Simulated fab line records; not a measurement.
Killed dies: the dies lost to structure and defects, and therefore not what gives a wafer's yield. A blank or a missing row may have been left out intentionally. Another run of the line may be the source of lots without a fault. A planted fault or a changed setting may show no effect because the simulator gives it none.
One fault seen from 3 desks    flow n5Finfet    each desk holds nothing but its own numbers, with what lay behind them at the end

== METROLOGY DESK ==
What the gauges read, lot by lot, whatever tool the lot ran on: means of the sampled wafers that have a number. Any lot whose mean is over 4 standard deviations away from the usual mean is out of limits and marked OUT; that distance is given in the brackets.
Columns: A = M14_OVL at N5_BEOL_M14_OVL_MEAS_29, usual 0 nm
lot   first seen here  A
L579  day 12 22:07     2
L580  day 14 04:14     -5
L583  day 14 13:54     1
L584  day 14 15:19     -1
L586  day 15 10:17     2
L588  day 15 19:16     -4
L592  day 16 06:01     -5
L590  day 16 12:56     -2
L591  day 17 02:59     0
L593  day 17 19:21     -2
L600  day 18 19:58     -0
This desk found nothing out of limits on any of the 11 lots.

== THE TOOL OWNER'S DESK: rieDiel-03 ==
The tool's own readings at N5_BEOL_M14_TRENCH_ETCH_34 (etches SiO2 in C4F8/O2/Ar, target depth 556.65 nm, time 126.9 s): means of the sampled wafers that have a number, for each lot that ran on this tool. Any lot whose mean is over 4 standard deviations away from the usual mean is out of limits and marked OUT; that distance is given in the brackets.
Columns: A = biasW at N5_BEOL_M14_TRENCH_ETCH_34, usual 2041 W; B = drypumpMotorCurrentA at N5_BEOL_M14_TRENCH_ETCH_34, usual 5.8 A; C = oesProductAu at N5_BEOL_M14_TRENCH_ETCH_34, usual 0.80 a.u.; D = rfVppV at N5_BEOL_M14_TRENCH_ETCH_34, usual 2240 V; E = showerheadPlenumPTorr at N5_BEOL_M14_TRENCH_ETCH_34, usual 3.45 Torr; F = throttleValvePct at N5_BEOL_M14_TRENCH_ETCH_34, usual 30.8 %
lot   first seen here  A               B    C     D     E     F
L580  day 14 04:46     2044            5.4  0.84  2243  3.48  30.6
L583  day 14 14:25     2045            5.2  0.81  2235  3.43  30.5
L592  day 16 06:41     2050            5.4  0.81  2241  3.47  30.6
L590  day 16 13:27     1970 (-11) OUT  5.4  0.80  2181  3.47  30.6
L593  day 17 19:52     1960 (-12) OUT  5.9  0.87  2180  3.59  30.6
Finding of this desk: L590, L593 out of limits; the first was L590 at day 16 13:27, on biasW at N5_BEOL_M14_TRENCH_ETCH_34. L580, L583, L592 stayed within limits.

== THE DEFECT DESK ==
Lot by lot, what the route's inspections counted, given as the mean of those sampled wafers with a number. Any lot whose mean is over 4 standard deviations away from the usual mean is out of limits and marked OUT; that distance is given in the brackets.
Columns: A = rawDefectCount at N5_BEOL_M14_INSPECT_12, usual 2.0
lot   first seen here  A
L579  day 12 21:17     1.7
L580  day 14 03:00     1.3
L583  day 14 12:57     0.7
L584  day 14 14:09     1.3
L586  day 15 09:20     1.3
L588  day 15 18:21     2.7
L592  day 16 05:01     1.7
L590  day 16 12:07     1.7
L591  day 17 01:59     3.0
L593  day 17 18:10     2.3
L600  day 18 19:01     1.0
This desk found nothing out of limits on any of the 11 lots.

== PUT TOGETHER ==
The tool owner's desk could have raised an alarm at day 16 13:27, on L590, L593.
Nothing out of limits was seen by the metrology desk.
The defect desk saw nothing out of limits.
The metrology desk holds a record of L590, L593, inside its limits.
The defect desk has L590, L593 on record, within its limits.
On rieDiel-03, each named lot ran N5_BEOL_M14_TRENCH_ETCH_34.

== WHAT THE SIMULATOR HAD PUT IN ==
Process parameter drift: rieDiel-03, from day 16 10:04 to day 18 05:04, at N5_BEOL_M14_TRENCH_ETCH_34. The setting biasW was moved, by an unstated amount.
Lots struck among those shown: L590, L593.
Time in hours from fault onset to the first out-of-limits reading at each desk: the tool owner's desk, 3.
